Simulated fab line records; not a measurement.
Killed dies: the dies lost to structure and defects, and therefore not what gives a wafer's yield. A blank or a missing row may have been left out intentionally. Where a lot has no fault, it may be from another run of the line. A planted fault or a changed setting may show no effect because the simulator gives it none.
Chamber matching || flow n5_finfet || ald_metal-04 running N5_BEOL_M6_ALD_77: 4 sister chambers
The step deposits TaN, target thk 2 nm, pulse time 2 s, purge time 3 s. 14 wafers are shown with their chamber, then 7 later ones without.

WAFERS, EACH WITH ITS CHAMBER
{"wafer": "L077.1", "chamber": 2, "heater_power_w (W)": 491, "susceptor_temp_C (C)": 274.92}
{"wafer": "L077.3", "chamber": 0, "heater_power_w (W)": 348, "susceptor_temp_C (C)": 274.76}
{"wafer": "L077.6", "chamber": 1, "heater_power_w (W)": 487, "susceptor_temp_C (C)": 274.77}
{"wafer": "L075.2", "chamber": 2, "heater_power_w (W)": 487, "susceptor_temp_C (C)": 274.98}
{"wafer": "L075.4", "chamber": 1, "heater_power_w (W)": 497, "susceptor_temp_C (C)": 274.80}
{"wafer": "L075.6", "chamber": 1, "heater_power_w (W)": 497, "susceptor_temp_C (C)": 275.02}
{"wafer": "L083.1", "chamber": 0, "heater_power_w (W)": 363, "susceptor_temp_C (C)": 274.91}
{"wafer": "L083.2", "chamber": 3, "heater_power_w (W)": 349, "susceptor_temp_C (C)": 275.53}
{"wafer": "L083.4", "chamber": 2, "heater_power_w (W)": 497, "susceptor_temp_C (C)": 275.04}
{"wafer": "L092.3", "chamber": 0, "heater_power_w (W)": 360, "susceptor_temp_C (C)": 275.25}
{"wafer": "L092.4", "chamber": 3, "heater_power_w (W)": 350, "susceptor_temp_C (C)": 274.81}
{"wafer": "L092.6", "chamber": 1, "heater_power_w (W)": 493, "susceptor_temp_C (C)": 275.15}
{"wafer": "L094.1", "chamber": 0, "heater_power_w (W)": 357, "susceptor_temp_C (C)": 275.35}
{"wafer": "L094.2", "chamber": 2, "heater_power_w (W)": 477, "susceptor_temp_C (C)": 275.08}

SIGNATURES (means of the wafers above)
{"reading": "heater_power_w", "chamber 0": 357.00, "chamber 1": 493.50, "chamber 2": 488.00, "chamber 3": 349.50, "scatter within a chamber": 6.37}
{"reading": "susceptor_temp_C", "chamber 0": 275.0675, "chamber 1": 274.9350, "chamber 2": 275.0050, "chamber 3": 275.1700, "scatter within a chamber": 0.246}
Rule: for a wafer and a chamber, the distance is found by dividing, reading by reading, the gap between the wafer's reading and the chamber's mean by the reading's scatter, squaring, summing and taking the root. The wafer belongs to the nearest chamber; if the next one is less than 2 further off, it can't be placed. The scatter: take each reading less its chamber's mean, square it, sum over the shown wafers, divide by the number of wafers less the number of chambers, and take the root.

WAFERS MISSING THEIR CHAMBER
{"wafer": "L094.5", "heater_power_w (W)": 358, "susceptor_temp_C (C)": 275.02}
{"wafer": "L096.2", "heater_power_w (W)": 488, "susceptor_temp_C (C)": 275.35}
{"wafer": "L096.3", "heater_power_w (W)": 487, "susceptor_temp_C (C)": 274.84}
{"wafer": "L096.4", "heater_power_w (W)": 361, "susceptor_temp_C (C)": 274.94}
{"wafer": "L097.2", "heater_power_w (W)": 359, "susceptor_temp_C (C)": 275.16}
{"wafer": "L097.4", "heater_power_w (W)": 489, "susceptor_temp_C (C)": 274.95}
{"wafer": "L097.5", "heater_power_w (W)": 494, "susceptor_temp_C (C)": 275.08}

CHAMBER TAKEN BY EACH
{"wafer": "L094.5", "from the rows above": "can't be placed: 0 or 3", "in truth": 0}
{"wafer": "L096.2", "from the rows above": "can't be placed: 2 or 1", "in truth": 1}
{"wafer": "L096.3", "from the rows above": "can't be placed: 2 or 1", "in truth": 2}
{"wafer": "L096.4", "from the rows above": "can't be placed: 0 or 3", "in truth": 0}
{"wafer": "L097.2", "from the rows above": "can't be placed: 0 or 3", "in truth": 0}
{"wafer": "L097.4", "from the rows above": "can't be placed: 2 or 1", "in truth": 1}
{"wafer": "L097.5", "from the rows above": "can't be placed: 1 or 2", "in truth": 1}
Correctly placed: 0 of 7. These rows do not allow placing 7 (true chamber among the candidates in 7). Placed wrongly: 0.
